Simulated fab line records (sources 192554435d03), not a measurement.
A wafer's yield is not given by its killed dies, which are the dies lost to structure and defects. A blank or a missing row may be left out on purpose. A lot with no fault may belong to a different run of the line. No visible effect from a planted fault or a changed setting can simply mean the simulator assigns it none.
Comparing a struck lot with a sound one | flow n5-finfet | 37 out of 1938 route steps
Sound: wafers L917.1, L917.5, L917.6. Wafers struck: L924.1, L924.2, L924.6. Last of all comes the cause.
At each step with rows: each side's tool, then ch and its chambers, then its first start. Under that, the readings that differ: sound wafers | struck wafers | difference of the means | sigmas: that difference in standard deviations of wafers without a fault.
alike: readings whose means differ by less than 2 such deviations, and words and numbers that are the same on both sides. not compared: withheld readings, readings that some wafer has no value for, bounds like >300 that may hide the same value, and numbers for which the record gives no deviation and whose values overlap.
A row with sigmas, a row that says differs or no value, or rows on one side alone: a step with any of these is where the two part. Numbers that don't overlap but have no deviation are shown without sigmas and don't part them. A reading that every wafer of one side lacks parts them only if that side has two wafers or more.

first, 12 steps without rows for these wafers: N5_SDB_DESCUM_16 (chemistry O2, time 7.9 s); N5_SDB_ETCH_17 (etches SiARC in CF4, target depth 23.4 nm, time 39 s); N5_SDB_ETCH_18 (etches SOC in N2/H2, target depth 100 nm, overetch 20 nm, time 150 s); N5_SDB_STRIP_19 (strips in N2/H2); N5_SDB_STRIP_21 (strips in CF4); N5_SDB_HM_OPEN_20 (chemistry CH3F/O2, target SiNx, stops on poly-Si, target depth 24 nm); N5_SDB_STRIP_22 (strips in N2/H2); N5_SDB_PRECLEAN_23 (cleans in dHF, time 30 s); N5_SDB_DUMMY_REMOVE_24 (chemistry TMAH, target poly-Si, stops on SiO2, target depth 142 nm, time 57 s, rinse time 30 s); N5_SDB_ETCH_25 (etches SiO2 in C4F6/O2, target depth 10 nm, time 3.3 s); N5_SDB_CUT_ETCH_26 (etches Si in HBr/Cl2/O2, target depth 129.6 nm, bt time 20 s, time 51.8 s); N5_SDB_PRECLEAN_38 (cleans in dHF, time 10 s).
N5_SDB_PRECLEAN_39: cleans in O3/DIW, time 45 s.
  sound on wet-bench-04 ch 3,5,6, day 5 02:15; struck on wet-bench-06 ch 3,4,5, day 6 21:13
then, 23 steps without rows for these wafers: N5_SDB_SRD_28 (time 30 s); N5_SDB_ALD_29 (deposits SiNx, target thk 30 nm, pulse time 1 s, ald cycles 600); N5_SDB_CMP_30 (polishes, stops on poly-Si, t overpolish 1.54 s, target thk 30 nm); N5_DUMMY_REMOVAL_HM_STRIP_01 (strips SiNx in CH3F/O2, stops on poly-Si, target depth 4 nm, time 6.8 s); N5_DUMMY_REMOVAL_STRIP_10 (strips in N2/H2, time 40 s); N5_DUMMY_REMOVAL_PRECLEAN_07 (cleans in dHF, time 30 s); N5_DUMMY_REMOVAL_DUMMY_REMOVE_02 (chemistry TMAH, target poly-Si, stops on SiO2, target depth 142 nm, time 57 s, rinse time 30 s); N5_DUMMY_REMOVAL_PRECLEAN_08 (cleans in NF3:NH3, afs cycles 2, time 20 s, sublimation time 60 s); N5_DUMMY_REMOVAL_PRECLEAN_04 (cleans in DHF, time 37 s); N5_DUMMY_REMOVAL_SRD_05 (time 30 s); N5_HKMG_FIN_IL_REGROW_00 (material SiO2, chemistry O3, target thk 0.75 nm, time 30 s); N5_HKMG_FIN_HK_ALD_01 (deposits HfO2, target thk 1.6 nm, pulse time 3 s, purge time 3 s); N5_HKMG_FIN_HK_ANNEAL_02 (time 30 s); N5_HKMG_FIN_ALD_74 (deposits La2O3, target thk 0.5 nm, pulse time 6 s, co reactant pulse time 1 s); N5_HKMG_FIN_ALD_75 (deposits Al2O3, target thk 1 nm, co reactant pulse time 1 s); N5_HKMG_FIN_COAT_41 (time 60 s, resist thk 300 nm); N5_HKMG_FIN_COAT_42 (time 60 s, resist thk 35 nm); N5_HKMG_FIN_COAT_43 (resist thk 90 nm); N5_HKMG_FIN_EBR_45; N5_HKMG_FIN_SOFTBAKE_44 (time 60 s); N5_HKMG_FIN_EXPOSE_46 (exposes mask NDIPOLE); N5_HKMG_FIN_PEB_47 (peb time 60 s); N5_HKMG_FIN_DEVELOP_48 (develop time 30 s).
-- a jump in the record: the struck wafers' starts before and after are 9 days apart (it breaks off in module HKMG_FIN and resumes in module PASSIVATION, where the first step shown is number 1936 of the route) --
N5_PASSIVATION_PROBE_49:
  sound on prober-01 at day 15 01:35; struck on prober-02 at day 15 10:51
  reading                  | sound | struck         | difference | sigmas
  defect-limited-yield (%) | 91.9  | 85.8 82.5 84.3 | -7.7       | -5
  killed-at-front-end      | 26    | 126 161 150    | +120       | +9
  killed-dies              | 96    | 168 207 185    | +91        | +5
  killed-on-rim            | 8     | 26 13 23       | +13        | +3
  sort_bin_5_function (%)  | 5.1   | 8.8 11.2 10.0  | +4.9       | +5
  sort-n-pass              | 1084  | 1012 973 995   | -91        | -5
  sort-yield-pct (%)       | 91.9  | 85.8 82.5 84.3 | -7.7       | -5
  alike: killed_at_M0_to_M3, killed_at_M4_up, killed-at-contacts, killed-at-other, killed-open, killed-short, sort_bin_6_memory

WHERE THEY PART
Within this record, at N5_PASSIVATION_PROBE_49 only.

WHY: what the simulator had put in
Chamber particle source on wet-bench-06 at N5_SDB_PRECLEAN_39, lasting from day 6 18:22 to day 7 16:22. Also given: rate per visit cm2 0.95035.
